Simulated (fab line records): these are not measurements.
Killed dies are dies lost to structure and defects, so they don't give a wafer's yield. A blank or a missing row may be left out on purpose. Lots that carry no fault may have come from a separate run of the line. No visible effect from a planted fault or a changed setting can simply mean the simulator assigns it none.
Matching of chambers    flow nand harc    NHARC_P_BONDPAD_CMP_19 on cmp-04: 4 sister chambers
The step polishes, t overpolish 30 s, cu recess touch 16 s, target thk 160.81 nm. 16 wafers are shown with their chamber, then 8 later ones without.

WAFERS PAIRED WITH THEIR CHAMBERS
wafer   chamber  motor current A (A)  overpolish run s (s)
L074.1  2        10.7                 29.990
L074.3  3        10.9                 29.999
L074.6  2        11.5                 29.996
L079.3  2        11.0                 29.993
L079.5  3        10.9                 29.992
L079.6  0        13.1                 30.021
L085.1  0        12.7                 30.002
L085.5  3        11.2                 30.000
L085.6  0        13.0                 29.985
L087.1  1        13.2                 29.996
L087.3  2        11.3                 29.998
L087.6  0        12.9                 29.991
L090.2  2        11.3                 29.999
L090.3  3        10.1                 29.992
L090.4  1        13.6                 29.993
L092.3  2        11.6                 30.013

SIGNATURES (averages over the wafers above)
reading           chamber 0  chamber 1  chamber 2  chamber 3  scatter within a chamber
motor current A   12.925     13.400     11.233     10.775     0.34
overpolish run s  29.99975   29.99450   29.99817   29.99575   0.00971
Rule: distance of a wafer from a chamber = root of the sum over the readings of ((wafer's reading minus chamber's mean) / reading's scatter) squared. If the next closest chamber is less than 2 further off than the closest, the wafer can't be placed; otherwise it belongs to the closest. How the scatter is found: for the shown wafers, subtract from each reading the mean of its chamber, square and add these, divide the total by (wafers less chambers), then take the root.

WAFERS WITHOUT THEIR CHAMBER
wafer   motor current A (A)  overpolish run s (s)
L092.5  13.3                 30.004
L092.6  11.3                 29.987
L096.1  11.3                 29.996
L096.2  13.5                 29.987
L096.3  11.2                 30.006
L097.2  11.2                 29.992
L097.4  12.6                 29.998
L097.6  14.0                 30.005

EACH ONE'S CHAMBER
wafer   from the rows above      in truth
L092.5  can't be placed: 1 or 0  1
L092.6  can't be placed: 2 or 3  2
L096.1  can't be placed: 2 or 3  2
L096.2  can't be placed: 1 or 0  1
L096.3  can't be placed: 2 or 3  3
L097.2  can't be placed: 2 or 3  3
L097.4  can't be placed: 0 or 1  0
L097.6  can't be placed: 1 or 0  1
Placed correctly: 0 of 8. Can't be placed from these rows: 8 (the true chamber is among the candidates in 8). Number placed wrongly: 0.
